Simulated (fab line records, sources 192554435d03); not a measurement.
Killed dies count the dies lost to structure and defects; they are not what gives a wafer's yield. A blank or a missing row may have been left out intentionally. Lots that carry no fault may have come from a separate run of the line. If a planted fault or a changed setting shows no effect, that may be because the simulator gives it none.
Matching of chambers || flow n5 finfet || 4 sister chambers for N5_BEOL_M6_STRIP_67 on rie diel-05
The step strips in CF4. 16 wafers are shown with their chamber, then 8 later ones without.

WAFERS WITH THEIR CHAMBER
{"wafer": "L076.1", "chamber": 0, "showerhead plenum p Torr (Torr)": 1.73, "drypump motor current A (A)": 6.2, "throttle valve pct (%)": 13.68}
{"wafer": "L076.3", "chamber": 3, "showerhead plenum p Torr (Torr)": 1.90, "drypump motor current A (A)": 4.6, "throttle valve pct (%)": 13.62}
{"wafer": "L076.6", "chamber": 0, "showerhead plenum p Torr (Torr)": 1.73, "drypump motor current A (A)": 6.2, "throttle valve pct (%)": 13.68}
{"wafer": "L074.1", "chamber": 0, "showerhead plenum p Torr (Torr)": 1.73, "drypump motor current A (A)": 6.2, "throttle valve pct (%)": 13.69}
{"wafer": "L074.5", "chamber": 1, "showerhead plenum p Torr (Torr)": 1.73, "drypump motor current A (A)": 5.6, "throttle valve pct (%)": 13.47}
{"wafer": "L074.6", "chamber": 0, "showerhead plenum p Torr (Torr)": 1.73, "drypump motor current A (A)": 6.2, "throttle valve pct (%)": 13.71}
{"wafer": "L084.1", "chamber": 2, "showerhead plenum p Torr (Torr)": 1.88, "drypump motor current A (A)": 5.6, "throttle valve pct (%)": 13.55}
{"wafer": "L084.2", "chamber": 3, "showerhead plenum p Torr (Torr)": 1.90, "drypump motor current A (A)": 4.6, "throttle valve pct (%)": 13.69}
{"wafer": "L084.6", "chamber": 3, "showerhead plenum p Torr (Torr)": 1.90, "drypump motor current A (A)": 4.7, "throttle valve pct (%)": 13.69}
{"wafer": "L089.2", "chamber": 1, "showerhead plenum p Torr (Torr)": 1.73, "drypump motor current A (A)": 5.7, "throttle valve pct (%)": 13.54}
{"wafer": "L089.3", "chamber": 0, "showerhead plenum p Torr (Torr)": 1.72, "drypump motor current A (A)": 6.2, "throttle valve pct (%)": 13.75}
{"wafer": "L089.4", "chamber": 2, "showerhead plenum p Torr (Torr)": 1.87, "drypump motor current A (A)": 5.5, "throttle valve pct (%)": 13.57}
{"wafer": "L090.1", "chamber": 3, "showerhead plenum p Torr (Torr)": 1.89, "drypump motor current A (A)": 4.6, "throttle valve pct (%)": 13.74}
{"wafer": "L090.4", "chamber": 1, "showerhead plenum p Torr (Torr)": 1.73, "drypump motor current A (A)": 5.7, "throttle valve pct (%)": 13.51}
{"wafer": "L090.5", "chamber": 3, "showerhead plenum p Torr (Torr)": 1.89, "drypump motor current A (A)": 4.6, "throttle valve pct (%)": 13.74}
{"wafer": "L091.3", "chamber": 3, "showerhead plenum p Torr (Torr)": 1.89, "drypump motor current A (A)": 4.6, "throttle valve pct (%)": 13.75}

SIGNATURES, as means of the wafers listed above
{"reading": "showerhead plenum p Torr", "chamber 0": 1.7280, "chamber 1": 1.7300, "chamber 2": 1.8750, "chamber 3": 1.8950, "scatter within a chamber": 0.00483}
{"reading": "drypump motor current A", "chamber 0": 6.200, "chamber 1": 5.667, "chamber 2": 5.550, "chamber 3": 4.617, "scatter within a chamber": 0.0408}
{"reading": "throttle valve pct", "chamber 0": 13.7020, "chamber 1": 13.5067, "chamber 2": 13.5600, "chamber 3": 13.7050, "scatter within a chamber": 0.039}
Rule: a wafer's distance from a chamber is the root of the sum, over the readings, of the square of ((its reading less the chamber's mean) divided by the reading's scatter). If the next closest chamber is less than 2 further off than the closest, the wafer can't be placed; otherwise it belongs to the closest. The scatter: take each reading less its chamber's mean, square it, sum over the shown wafers, divide by the number of wafers less the number of chambers, and take the root.

WAFERS WITHOUT THEIR CHAMBER
{"wafer": "L091.5", "showerhead plenum p Torr (Torr)": 1.87, "drypump motor current A (A)": 5.6, "throttle valve pct (%)": 13.58}
{"wafer": "L091.6", "showerhead plenum p Torr (Torr)": 1.73, "drypump motor current A (A)": 5.7, "throttle valve pct (%)": 13.52}
{"wafer": "L093.1", "showerhead plenum p Torr (Torr)": 1.73, "drypump motor current A (A)": 5.7, "throttle valve pct (%)": 13.54}
{"wafer": "L093.2", "showerhead plenum p Torr (Torr)": 1.89, "drypump motor current A (A)": 4.6, "throttle valve pct (%)": 13.74}
{"wafer": "L093.4", "showerhead plenum p Torr (Torr)": 1.72, "drypump motor current A (A)": 6.2, "throttle valve pct (%)": 13.75}
{"wafer": "L095.2", "showerhead plenum p Torr (Torr)": 1.72, "drypump motor current A (A)": 5.6, "throttle valve pct (%)": 13.56}
{"wafer": "L095.3", "showerhead plenum p Torr (Torr)": 1.89, "drypump motor current A (A)": 4.6, "throttle valve pct (%)": 13.80}
{"wafer": "L095.4", "showerhead plenum p Torr (Torr)": 1.87, "drypump motor current A (A)": 5.6, "throttle valve pct (%)": 13.62}

EACH ONE'S CHAMBER
{"wafer": "L091.5", "from the rows above": 2, "in truth": 2}
{"wafer": "L091.6", "from the rows above": 1, "in truth": 1}
{"wafer": "L093.1", "from the rows above": 1, "in truth": 1}
{"wafer": "L093.2", "from the rows above": 3, "in truth": 3}
{"wafer": "L093.4", "from the rows above": 0, "in truth": 0}
{"wafer": "L095.2", "from the rows above": 1, "in truth": 1}
{"wafer": "L095.3", "from the rows above": 3, "in truth": 3}
{"wafer": "L095.4", "from the rows above": 2, "in truth": 2}
8 of 8 placed correctly. Can't be placed from these rows: 0. Number placed wrongly: 0.
